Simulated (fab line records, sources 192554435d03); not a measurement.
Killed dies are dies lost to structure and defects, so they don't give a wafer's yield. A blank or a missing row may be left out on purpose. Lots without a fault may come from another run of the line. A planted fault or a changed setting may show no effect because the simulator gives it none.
fab line records | flow n5_finfet
record lots=3 wafers=9 last_day=16
route steps=1938 shown MOL_CONTACT_COAG@620 BEOL_M0_SAQP@632 BEOL_M0@726 BEOL_M4@1111
lots that met no fault: from a run of the same line without faults
start_h: hours from the record's first day to the start of the lot's first wafer shown | wait_h: hours since the lot's step before | " the same as in the row above | L1.1+2: a row that stands for several wafers | - no value, or no start given | * or withheld: withheld | < > ~ a bound
route shown NAME@n: a module of which the file shows steps, and the number in the route of the first | usual: mean/standard deviation of fault-free wafers | same: alike in all rows | chamber/n: place in a boat | sites: the reading at each site | _std_site: their standard deviation | _edge_site: outer sites' mean less inner sites' | radius_mm: how far each site lies from the wafer's centre | mask NAME#n: copy n | behind: the tool/chamber that last shaped the wafer | hold: why the lot was held/for how many hours/how that ended | device: the transistor (n, p or np) that didn't switch | end of line: the same wafers' tests at the end of the route | a step without rows: its recipe alone | killed: dies lost to structure and defects at the first sort, not the wafer's yield | map: a wafer's dies, x killed, . not, _ none there
set.NAME: the setting as run; set.NAME@STEP: as run at that earlier step | model.NAME: the simulator's own value behind a step, which no gauge read
lots at some steps of the route; a table a step, a row a wafer
services: from which hour (start_h, from the record's first day; less than 0 if before it) a tool's chamber was out of use, for how many hours, and why
## steps
# step N5_MOL_CONTACT_COAG_PRECLEAN_138
# recipe chemistry=alkaline_clean temp_c=60 time_s=60 do_ppb=50
# step N5_MOL_CONTACT_COAG_SRD_139
# recipe dry=ipa_marangoni time_s=30 temp_c=23 rinse_liquid=diw
# step N5_MOL_CONTACT_COAG_PRE_CLEAN_121
# recipe gas=H2/He time_s=* temp_c=withheld
# step N5_MOL_CONTACT_COAG_CVD_140
# recipe material=W target_thk_a=665 mode=selective_fill temp_c=300 time_s=215
# step N5_MOL_CONTACT_COAG_PRECLEAN_127
# recipe chemistry=DIW time_s=57.5 temp_c=23
# step N5_MOL_CONTACT_COAG_SRD_128
# recipe dry_time_s=32 dry=n2_spin spin_rpm=1500
# step N5_MOL_CONTACT_COAG_CMP_52
# recipe stop_on=SiO2 t_overpolish_s=1.5 post_cmp_clean=w_dilute_nh4oh down_force_psi=4 platen_rpm=50.289 pad_velocity_m_s=1.0006 target_thk_nm=66.5
# step N5_MOL_CONTACT_COAG_ANNEAL_112
# recipe temp_c=400 time_s=1800 ambient=HPD2 pressure_atm=10
# step N5_BEOL_M0_SAQP_PECVD_00
# recipe material=SiCN target_thk_a=80 temp_c=withheld precursor=3MS/NH3 pressure_torr=3 rf_w=202 time_s=14
# usual showerhead_plenum_p_Torr=3.667/0.0059 throttle_valve_pct=9.2/0.66
# columns lot.wafer tool chamber start_h wait_h showerhead_plenum_p_Torr throttle_valve_pct model.SiCN_of_BEOL_M0_SAQP_PECVD_00.thk_nm
L495.1 pecvd-01 0 109.77 0.2 3.670 9.6 8
L495.2 " 1 " " 3.674 9.7 7.8
L495.6 " 1 " " 3.663 9.1 8.2
L507.4 pecvd-01 1 186.54 0.1 3.675 9.3 8
L507.5 " 0 " " 3.653 10.0 8
L507.6 " 2 " " 3.667 8.1 8
L513.1 pecvd-01 1 212.99 0.2 3.661 9.2 4.2
L513.4 " 0 " " 3.664 9.7 4.6
L513.6 " 2 " " 3.670 8.0 4.4
# step N5_BEOL_M0_SAQP_ILD_DEP_01
# recipe material=SiOC target_thk_a=454.19 temp_c=350 precursor=DEMS/O2 pressure_torr=5 rf_w=500 time_s=8.7
# step N5_BEOL_M0_SAQP_HM_DEP_02
# recipe material=TiN target_thk_a=120 temp_c=25 chamber_pressure_pa=0.49996
# step N5_BEOL_M0_SAQP_PECVD_03
# recipe material=SiCN target_thk_a=120 temp_c=withheld precursor=3MS/NH3 pressure_torr=3 rf_w=202 time_s=21.1
# step N5_BEOL_M0_SAQP_PECVD_96
# recipe material=a-Si target_thk_a=450 temp_c=350 precursor=SiH4/He pressure_torr=3 rf_w=100 time_s=45.2
# step N5_BEOL_M0_SAQP_PECVD_97
# recipe material=SiNx target_thk_a=230 temp_c=350 precursor=SiH4/NH3/N2 pressure_torr=1.5 rf_w=300 time_s=19.9
# step N5_BEOL_M0_SAQP_PECVD_04
# recipe material=a-Si target_thk_a=600 temp_c=350 precursor=SiH4/He pressure_torr=3 rf_w=100 time_s=60.2
# step N5_BEOL_M0_SAQP_HM_DEP_111
# recipe material=SiO2 target_thk_a=120 temp_c=400 precursor=SiH4/N2O pressure_torr=0.75 rf_w=275 time_s=7.2
# step N5_BEOL_M0_SAQP_COAT_81
# recipe resist=SOC temp_c=250 time_s=60 spin_rpm=1500 resist_thk_nm=100
# step N5_BEOL_M0_SAQP_COAT_82
# recipe resist=SiARC temp_c=220 time_s=60 spin_rpm=1500 resist_thk_nm=30
# step N5_BEOL_M0_SAQP_COAT_08
# recipe resist=CAR-ArF spin_rpm=1500 resist_thk_nm=90
# step N5_BEOL_M0_SAQP_EBR_10
# recipe solvent=PGMEA ebr_width_mm=1.5
# step N5_BEOL_M0_SAQP_SOFTBAKE_09
# recipe temp_c=110 time_s=60 resist=CAR-ArF
# step N5_BEOL_M0_SAQP_EXPOSE_11
# recipe mask_id=M0_CORE na=1.35 source_shape=dipole sigma_inner=0.538 sigma_outer=0.738 polarization=te target_cd_nm=42 dose_mj=55
# step N5_BEOL_M0_SAQP_PEB_12
# recipe peb_temp_c=withheld peb_time_s=60 resist=CAR-ArF
# step N5_BEOL_M0_SAQP_DEVELOP_13
# recipe develop_time_s=30 developer=TMAH resist=CAR-ArF dev_temp_c=23 rinse_liquid=diw dry=air_spin
# step N5_BEOL_M0_SAQP_DESCUM_19
# recipe chemistry=O2 time_s=7.9 source_power_w=50 bias_power_w=20 pressure_mtorr=20 rf_frequency_hz=2.712e+07 temp_c=40 resist=CAR-ArF o2_flow_sccm=225
# step N5_BEOL_M0_SAQP_ETCH_83
# recipe chemistry=CF4 target=SiARC target_depth_a=390 mask_material=CAR-ArF time_s=65 ion_energy_ev=80 pressure_mtorr=40 source_w=545 bias_w=36 Ar_flow_sccm=100 cf4_flow_sccm=100 ends=cleared
# step N5_BEOL_M0_SAQP_ETCH_84
# recipe chemistry=N2/H2 target=SOC target_depth_a=1000 overetch_a=200 mask_material=SiARC temp_c=40 time_s=150 ion_energy_ev=200 pressure_mtorr=30 source_w=840 bias_w=150 n2_flow_sccm=200 h2_flow_sccm=200
# step N5_BEOL_M0_SAQP_STRIP_80
# recipe chemistry=N2/H2 temp_c=40 n2_flow_sccm=200 h2_flow_sccm=200 rf_frequency_hz=6e+07
# step N5_BEOL_M0_SAQP_HM_OPEN_112
# recipe chemistry=CHF3/O2 target=SiO2 stop_on=a-Si target_depth_a=120 over_etch_frac=1.25 mask_material=SOC time_s=13.5 pressure_mtorr=30 source_w=650 bias_w=170 Ar_flow_sccm=200 CHF3_flow_sccm=50 O2_flow_sccm=5 ion_energy_ev=200 ends=end_point
# step N5_BEOL_M0_SAQP_STRIP_113
# recipe chemistry=CHF3/O2 resist=SiARC rf_frequency_hz=6e+07
# step N5_BEOL_M0_SAQP_MANDREL_ETCH_20
# recipe target_depth_a=600 chemistry=HBr/Cl2 target=a-Si stop_on=SiNx bt_time_s=10 mask_material=SOC over_etch_frac=0.5 time_s=30 pressure_mtorr=10 icp_w=800 bias_w=75 HBr_flow_sccm=150 Cl2_flow_sccm=80 ends=end_point
# step N5_BEOL_M0_SAQP_STRIP_86
# recipe chemistry=N2/H2 power_w=500 temp_c=40 pressure_mtorr=50 rf_frequency_hz=6e+07 overash_fraction=0.3 bias_power_w=28 h2_frac=0.5 n2_flow_sccm=300 h2_flow_sccm=300
# step N5_BEOL_M0_SAQP_STRIP_115
# recipe chemistry=post_etch_residue_remover time_s=60 temp_c=25 remover_ph=withheld remover_water_wt_pct=withheld remover_fluoride_wt_pct=withheld
# step N5_BEOL_M0_SAQP_SRD_93
# recipe dry=ipa_marangoni time_s=30 temp_c=23 rinse_liquid=diw
# step N5_BEOL_M0_ETCH_109
# recipe chemistry=CH3F/O2 target_depth_a=80 overetch_a=24 target=SiCN time_s=27.4 ion_energy_ev=120 pressure_mtorr=30 source_w=395 bias_w=75 Ar_flow_sccm=150 CH3F_flow_sccm=30 O2_flow_sccm=20
# usual bias_w=74.98/0.22 drypump_motor_current_A=5.7/0.44 oes_product_au=0.68/0.077 rf_vpp_V=297.9/1.8 showerhead_plenum_p_Torr=2.03/0.078 throttle_valve_pct=16.31/0.26
# same time_s=27.4
# columns lot.wafer tool chamber start_h wait_h bias_w drypump_motor_current_A oes_product_au rf_hours_counter_h rf_vpp_V showerhead_plenum_p_Torr throttle_valve_pct model.etch.depth_nm
L495.1 rie_diel-02 2 119.33 0.3 74.94 5.9 0.65 171 300.5 2.07 16.22 7.989
L495.2 " 3 " " 74.72 5.7 0.59 211 295.6 1.98 16.37 7.744
L495.6 " 2 " " 75.15 5.9 0.65 - 299.0 2.07 16.21 8.142
L507.4 rie_diel-05 1 198.01 0.0 75.37 5.2 0.69 84 297.5 2.02 16.52 7.925
L507.5 " 0 " " 75.24 5.9 0.76 - 296.5 1.95 15.92 7.985
L507.6 " 1 " " 75.12 5.2 0.71 - 298.3 2.02 16.53 8.064
L513.1 rie_diel-06 3 223.23 0.0 75.22 5.8 0.52 54 299.4 2.12 16.14 4.265
L513.4 " 1 " " 74.97 5.9 0.61 18 298.3 2.13 16.43 4.59
L513.6 " 2 " " 74.83 5.1 0.45 - 293.9 1.90 16.67 4.447
# step N5_BEOL_M4_RC_MEAS_101
# usual DIBL_N=35.9/1.4 DIBL_P=35.9/1.7 IOFF_N=0.155/0.023 IOFF_P=0.201/0.029 ION_N=672/8.8 ION_P=460/7 SS_N=71.6/0.48 SS_P=73.1/0.64 VT_N=250.0/3 VT_P=-251.6/3
# columns lot.wafer tool chamber start_h wait_h DIBL_N[mV/V] DIBL_P[mV/V] IOFF_N[nA/um] IOFF_P[nA/um] ION_N[uA/um] ION_P[uA/um] SS_N[mV/dec] SS_P[mV/dec] VT_N[mV] VT_P[mV]
L495.1 prober-02 0 169.92 0.0 36.7 37.4 0.166 0.228 681 468 71.8 74.1 247.3 -252.9
L495.2 " 0 " " 35.2 35.4 0.147 0.202 667 463 71.2 73.3 247.9 -247.9
L495.6 " 0 " " 34.5 34.3 0.128 0.178 674 464 70.9 73.0 252.8 -253.0
L507.4 prober-02 0 245.94 0.5 36.8 35.7 0.147 0.197 664 453 71.8 73.1 249.5 -252.6
L507.5 " 0 " " 36.0 34.5 0.139 0.184 669 463 71.3 72.6 252.9 -253.6
L507.6 " 0 " " 38.1 36.3 0.165 0.204 677 457 71.8 72.6 250.8 -250.2
L513.1 prober-02 0 279.19 0.0 35.4 36.6 0.148 0.165 675 452 71.8 73.7 249.8 -256.4
L513.4 " 0 " " 36.1 37.0 0.154 0.164 658 448 71.5 73.5 250.7 -257.2
L513.6 " 0 " " 36.8 38.1 0.162 0.180 674 457 72.1 73.0 249.6 -258.8
## services
# columns tool chamber start_h hours kind
rie_diel-05 0 97.85 - clean
rie_diel-05 0 97.85 - consumable_replace:focus_ring
rie_diel-05 0 97.85 20.0 scheduled_down
rie_diel-05 0 97.85 20.0 vent_cycle
rie_diel-06 1 99.50 6.9 repair
rie_diel-05 2 118.45 - clean
rie_diel-05 2 118.45 - consumable_replace:focus_ring
rie_diel-05 2 118.45 - consumable_replace:showerhead
rie_diel-05 2 118.45 17.9 scheduled_down
rie_diel-05 2 118.45 17.9 vent_cycle
pecvd-01 - 146.33 0.9 repair
rie_diel-06 1 170.03 - clean
rie_diel-06 1 170.03 - consumable_replace:focus_ring
rie_diel-06 1 170.03 - consumable_replace:showerhead
rie_diel-06 1 170.03 12.2 scheduled_down
rie_diel-06 1 170.03 12.2 vent_cycle
rie_diel-06 0 200.31 15.8 repair
rie_diel-02 3 221.54 - clean
rie_diel-02 3 221.54 - consumable_replace:focus_ring
## key
first_sign none at tools or gauges
model_effect step=N5_BEOL_M0_SAQP_PECVD_00 value=SiCN_of_BEOL_M0_SAQP_PECVD_00.thk_nm without=8 struck=4.4
model_effect step=N5_BEOL_M0_ETCH_109 value=etch.depth_nm without=7.952 struck=4.434
met_at N5_BEOL_M0_SAQP_PECVD_00
struck_wafers L513.1,L513.4,L513.6
onset_between 186.54 212.99
also_fits time
fault kind=process_parameter_drift tool=pecvd-01 chamber=- onset_h=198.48 steps=N5_BEOL_M0_SAQP_PECVD_00 channel=time_s offset=* shape=step end_h=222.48 acts_in=* stated=*
